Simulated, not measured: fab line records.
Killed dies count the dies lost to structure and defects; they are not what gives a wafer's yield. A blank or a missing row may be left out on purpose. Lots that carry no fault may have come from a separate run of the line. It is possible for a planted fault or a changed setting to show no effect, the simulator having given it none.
Which tool was responsible? :: flow nandHarc :: 33 wafers from 11 lots sampled at 4 of the route's 1302 steps

== WHAT EACH GAUGE READ, for each wafer ==
NHARC_P_GATE_CD_MEAS_11: target cd 1640 nm.
lot: L343
measured: day 5 06:22
on: cdSem-03
cdNm (nm): 1640.4 1641.0 1640.0

lot: L345
measured: day 6 01:43
on: cdSem-03
cdNm (nm): 1640.3 1637.7 1637.2

lot: L346
measured: day 6 15:39
on: cdSem-03
cdNm (nm): 1638.9 1639.0 1638.7

lot: L347
measured: day 7 00:05
on: cdSem-01
cdNm (nm): 1640.1 1639.1 1641.8

lot: L348
measured: day 7 09:53
on: cdSem-03
cdNm (nm): - - -

lot: L359
measured: day 11 18:51
on: cdSem-03
cdNm (nm): 1640.4 1640.0 1639.2

lot: L360
measured: day 12 07:15
on: cdSem-03
cdNm (nm): 1639.3 1637.2 1639.9

lot: L361
measured: day 13 00:35
on: cdSem-03
cdNm (nm): 1636.9 1639.4 1639.0

lot: L362
measured: day 13 04:38
on: cdSem-01
cdNm (nm): 1639.6 1638.1 1642.3

lot: L363
measured: day 13 15:46
on: cdSem-02
cdNm (nm): 1642.1 1639.1 1639.3

lot: L364
measured: day 14 07:08
on: cdSem-01
cdNm (nm): 1641.5 1638.5 1640.4

== WHAT TOOL EACH LOT RAN ON (gives the tool, then ch and the chambers of the sampled wafers, and finally the start) ==
lot: L343
NHARC_P_ZERO_WELL_DESCUM_13: rieDiel-13 ch 0,2, day 2 17:24
NHARC_P_ZERO_WELL_DESCUM_39: rieDiel-04 ch 0,1,3, day 2 20:10
NHARC_P_GATE_EXPOSE_08: krfScanner-03 ch 0, day 5 06:13

lot: L345
NHARC_P_ZERO_WELL_DESCUM_13: rieDiel-11 ch 0,1,3, day 3 13:24
NHARC_P_ZERO_WELL_DESCUM_39: rieDiel-13 ch 0,3, day 3 16:28
NHARC_P_GATE_EXPOSE_08: krfScanner-04 ch 0, day 6 01:34

lot: L346
NHARC_P_ZERO_WELL_DESCUM_13: rieDiel-04 ch 0,1, day 3 23:19
NHARC_P_ZERO_WELL_DESCUM_39: rieDiel-13 ch 0,2,3, day 4 02:19
NHARC_P_GATE_EXPOSE_08: krfScanner-04 ch 0, day 6 15:30

lot: L347
NHARC_P_ZERO_WELL_DESCUM_13: rieDiel-13 ch 1,2,3, day 4 09:25
NHARC_P_ZERO_WELL_DESCUM_39: rieDiel-13 ch 1,2,3, day 4 12:34
NHARC_P_GATE_EXPOSE_08: krfScanner-04 ch 0, day 6 23:56

lot: L348
NHARC_P_ZERO_WELL_DESCUM_13: rieDiel-13 ch 0,2,3, day 4 19:17
NHARC_P_ZERO_WELL_DESCUM_39: rieDiel-04 ch 0,3, day 4 22:16
NHARC_P_GATE_EXPOSE_08: krfScanner-03 ch 0, day 7 09:44

lot: L359
NHARC_P_ZERO_WELL_DESCUM_13: rieDiel-04 ch 1,3, day 9 09:17
NHARC_P_ZERO_WELL_DESCUM_39: rieDiel-11 ch 0,2, day 9 12:18
NHARC_P_GATE_EXPOSE_08: krfScanner-04 ch 0, day 11 18:41

lot: L360
NHARC_P_ZERO_WELL_DESCUM_13: rieDiel-11 ch 0,2,3, day 9 19:27
NHARC_P_ZERO_WELL_DESCUM_39: rieDiel-11 ch 0,2,3, day 9 22:26
NHARC_P_GATE_EXPOSE_08: krfScanner-03 ch 0, day 12 07:06

lot: L361
NHARC_P_ZERO_WELL_DESCUM_13: rieDiel-13 ch 1,3, day 10 05:23
NHARC_P_ZERO_WELL_DESCUM_39: rieDiel-11 ch 0,1,3, day 10 08:24
NHARC_P_GATE_EXPOSE_08: krfScanner-03 ch 0, day 13 00:26

lot: L362
NHARC_P_ZERO_WELL_DESCUM_13: rieDiel-13 ch 0,2, day 10 15:23
NHARC_P_ZERO_WELL_DESCUM_39: rieDiel-04 ch 1,3, day 10 18:16
NHARC_P_GATE_EXPOSE_08: krfScanner-03 ch 0, day 13 04:29

lot: L363
NHARC_P_ZERO_WELL_DESCUM_13: rieDiel-13 ch 0,1,2, day 11 01:16
NHARC_P_ZERO_WELL_DESCUM_39: rieDiel-04 ch 0,2,3, day 11 04:16
NHARC_P_GATE_EXPOSE_08: krfScanner-02 ch 0, day 13 15:37

lot: L364
NHARC_P_ZERO_WELL_DESCUM_13: rieDiel-11 ch 0,1,2, day 11 11:19
NHARC_P_ZERO_WELL_DESCUM_39: rieDiel-13 ch 0,1,3, day 11 14:19
NHARC_P_GATE_EXPOSE_08: krfScanner-02 ch 0, day 14 06:59
- NHARC_P_ZERO_WELL_DESCUM_13: chemistry O2, time 3 s.
- NHARC_P_ZERO_WELL_DESCUM_39: chemistry O2, time 3 s.
- NHARC_P_GATE_EXPOSE_08: exposes mask P HV.

== THE ANSWER, worked out from the rows above alone ==
Rule: the usual values come from the lots themselves. Put in order of their means at a reading, lots are off if they are a third of the lots or fewer, leave a main group of 4 or more, and stand apart from it by a gap of 3 or more times the standard deviation of the main group's means; of several such gaps the widest counts. The tables above print the reading to a certain number of digits; a main group whose means all agree to those digits is not used. Also off: a lot with no number at a reading for which 4 or more lots have one. Any other lot the step has rows for is counted as sound.
Off: L348 (NHARC_P_GATE_CD_MEAS_11, cdNm). Without a number there: L348. The main group has a mean of 1639.5 nm with a standard deviation of 0.78.
If a tool, at a process step before that reading, ran all the lots that are off and no sound lot after the first of them, it fits. Gauges at NHARC_P_GATE_CD_MEAS_11: tried the same way as those tools. Not one of the candidates tried fits.

== WHAT THE SIMULATOR HAD PUT IN ==
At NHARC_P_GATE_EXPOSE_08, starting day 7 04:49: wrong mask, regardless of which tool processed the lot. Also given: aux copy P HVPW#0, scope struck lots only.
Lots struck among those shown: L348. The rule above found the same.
